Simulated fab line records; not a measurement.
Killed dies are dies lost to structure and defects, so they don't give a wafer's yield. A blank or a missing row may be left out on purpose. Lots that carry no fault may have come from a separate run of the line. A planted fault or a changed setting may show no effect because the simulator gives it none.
Chamber matching | flow nand harc | NHARC_P_CONTACT_CMP_24 on cmp-02: 4 sister chambers
The step polishes, t overpolish 30 s, target thk 200 nm. 18 wafers are shown with their chamber, then 9 later ones without.

EACH WAFER AND ITS CHAMBER
wafer  | chamber | motor current A (A) | overpolish run s (s) | time to endpoint s (s)
L074.4 | 1       | 13.6                | 29.993               | 40.3
L074.5 | 1       | 13.6                | 29.997               | 39.3
L074.6 | 2       | 11.4                | 29.988               | 39.5
L081.2 | 0       | 10.3                | 30.013               | 41.8
L081.3 | 3       | 10.9                | 30.002               | 39.6
L081.4 | 1       | 14.0                | 29.997               | 42.6
L083.1 | 1       | 13.6                | 30.000               | 39.5
L083.2 | 3       | 10.5                | 30.006               | 40.1
L083.5 | 1       | 14.6                | 29.988               | 38.4
L087.1 | 3       | 10.9                | 30.001               | 39.1
L087.4 | 1       | 14.2                | 29.992               | 37.8
L087.5 | 2       | 11.3                | 30.012               | 37.2
L089.1 | 2       | 11.5                | 29.984               | 34.9
L089.4 | 0       | 10.1                | 29.999               | 36.9
L089.5 | 2       | 11.2                | 30.000               | 38.0
L090.1 | 0       | 9.6                 | 30.006               | 43.6
L090.3 | 3       | 10.4                | 29.989               | 39.7
L090.5 | 2       | 10.7                | 29.990               | 43.3

SIGNATURES (averages over the wafers above)
reading            | chamber 0 | chamber 1 | chamber 2 | chamber 3 | scatter within a chamber
motor current A    | 10.000    | 13.933    | 11.220    | 10.675    | 0.349
overpolish run s   | 30.00600  | 29.99450  | 29.99480  | 29.99950  | 0.00784
time to endpoint s | 40.767    | 39.650    | 38.580    | 39.625    | 2.36
Rule: for each reading, subtract the chamber's mean from the wafer's reading, divide by that reading's scatter and square the result; add these up over the readings and take the root, which gives the wafer's distance from the chamber. If the next closest chamber is less than 2 further off than the closest, the wafer can't be placed; otherwise it belongs to the closest. How the scatter is found: for the shown wafers, subtract from each reading the mean of its chamber, square and add these, divide the total by (wafers less chambers), then take the root.

WAFERS MISSING THEIR CHAMBER
wafer  | motor current A (A) | overpolish run s (s) | time to endpoint s (s)
L094.1 | 10.1                | 30.003               | 41.5
L094.5 | 10.2                | 29.990               | 43.4
L094.6 | 10.7                | 29.996               | 41.5
L094.2 | 10.3                | 30.019               | 44.5
L094.3 | 11.4                | 30.009               | 44.4
L094.4 | 13.8                | 30.009               | 42.5
L093.1 | 10.7                | 29.994               | 39.8
L093.3 | 14.6                | 29.998               | 44.2
L093.4 | 11.2                | 29.995               | 43.3

CHAMBER TAKEN BY EACH
wafer  | from the rows above          | in truth
L094.1 | can't be placed: 0 or 3      | 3
L094.5 | can't be placed: 0 or 3 or 2 | 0
L094.6 | can't be placed: 3 or 2 or 0 | 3
L094.2 | can't be placed: 0 or 3      | 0
L094.3 | can't be placed: 2 or 3 or 0 | 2
L094.4 | 1                            | 1
L093.1 | can't be placed: 3 or 2 or 0 | 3
L093.3 | 1                            | 1
L093.4 | can't be placed: 2 or 3 or 0 | 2
Correct placement for 2 of the 9. Can't be placed from these rows: 7 (the true chamber is among the candidates in 7). Number placed wrongly: 0.
